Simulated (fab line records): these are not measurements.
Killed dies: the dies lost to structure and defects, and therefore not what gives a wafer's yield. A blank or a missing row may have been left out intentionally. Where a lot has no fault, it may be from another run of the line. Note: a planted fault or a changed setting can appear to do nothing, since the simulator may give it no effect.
Split-lot experiment | flow n5_finfet | 7 lots, 21 wafers read, on a route of 1938 steps

== THE SPLIT ==
At N5_MOL_CONTACT_COAG_ETCH_91 (etches SOC in N2/H2, target depth 60 nm, overetch 21 nm, time 101.2 s), the setting source_w was moved away from the recipe's 840 W on 8 of the 21 wafers read, by -13.1% to +12.6%. For the rest of the wafers, this setting stayed at what the recipe calls for.

The reading is taken at the split's own step.

== THE READING ==
rf_vpp_V, in V, at N5_MOL_CONTACT_COAG_ETCH_91 (etches SOC in N2/H2, target depth 60 nm, overetch 21 nm, time 101.2 s). On this fab line, fault-free wafers typically give 524.4 V with a standard deviation of 2.5 V.

wafer  | tool, chamber at the split | source_w as run, W | against the recipe | rf_vpp_V, V | against lot-mates on the recipe
L075.3 | rie_diel-04, 0             | 840                | recipe             | 526.2       | -
L075.5 | rie_diel-04, 2             | 930.9              | +10.8%             | 501.7       | -24.5
L075.6 | rie_diel-04, 1             | 930.9              | +10.8%             | 506.6       | -19.6
L077.1 | rie_diel-02, 1             | 840                | recipe             | 523.8       | -
L077.2 | rie_diel-02, 3             | 945.8              | +12.6%             | 501.5       | -22.2
L077.6 | rie_diel-02, 1             | 840                | recipe             | 523.7       | -
L080.1 | rie_diel-02, 2             | 730.1              | -13.1%             | 552.4       | no lot-mate on the recipe
L080.3 | rie_diel-02, 0             | 730.1              | -13.1%             | 549.3       | no lot-mate on the recipe
L080.6 | rie_diel-02, 3             | 730.1              | -13.1%             | 546.6       | no lot-mate on the recipe
L083.1 | rie_diel-02, 1             | 840                | recipe             | 524.3       | -
L083.3 | rie_diel-02, 0             | 840                | recipe             | 525.3       | -
L083.6 | rie_diel-02, 1             | 840                | recipe             | 522.6       | -
L090.3 | rie_diel-02, 2             | 840                | recipe             | 527.6       | -
L090.5 | rie_diel-02, 0             | 840                | recipe             | 523.9       | -
L090.6 | rie_diel-02, 2             | 745.4              | -11.3%             | 548.7       | +23.0
L091.2 | rie_diel-04, 2             | 895.5              | +6.6%              | 517.8       | -7.1
L091.5 | rie_diel-04, 0             | 840                | recipe             | 526.4       | -
L091.6 | rie_diel-04, 1             | 840                | recipe             | 523.4       | -
L095.2 | rie_diel-02, 3             | 840                | recipe             | 522.5       | -
L095.3 | rie_diel-02, 1             | 840                | recipe             | 522.1       | -
L095.6 | rie_diel-02, 0             | 840                | recipe             | 524.7       | -

THE FIT
A straight line over all 21 wafers: rf_vpp_V changes by -1.88 V for each +1% of source_w; r = -0.99; the points scatter about the line by 2.3 V.
The same after taking each lot's own level away (the mean of its wafers on the recipe; 18 wafers): -1.9 V for each +1%; r = -0.98; scatter 2.1 V.
That fit puts the effect of the largest move of source_w on the reading at 25 V.
From 523.10 to 526.20 V: that is the span of the lots' own levels, equal to 1.2 times the standard deviation above.
The two slopes are in agreement: the lot-to-lot level therefore moves the slope only a little.
Check: -24.2 V against its lot-mates is what the line predicts for one of the wafers moved furthest among these (+12.6%) when that wafer is left out of the fit. It came out at -22.2 V against them.
Tool readings at the split's step, against how far the setting was moved: rf_vpp_V r = -0.99.

== THE OTHER SPLITS THESE WAFERS WENT THROUGH ==
Before the reading, these wafers also passed through other splits. Each is held against what the fit with the lots' levels taken away leaves over:
other split on the same wafers               | wafers away from the commonest value | r with rf_vpp_V (lot level and that fit taken away)
N5_SDB_COAT_03 spin_rpm                      | 10                                   | +0.24
N5_SDB_ALD_29 ald_cycles                     | 5                                    | +0.48
N5_HKMG_FIN_ETCH_35 bias_w                   | 9                                    | +0.13
N5_MOL_CONTACT_COAG_CONTACT_ETCH_14 source_w | 6                                    | +0.13
N5_MOL_CONTACT_COAG_ALD_131 ald_cycles       | 7                                    | -0.13

== THE FILE'S OWN FIT ==
rf_vpp_V changes by -1.85 V for each +1% of source_w, r = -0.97.
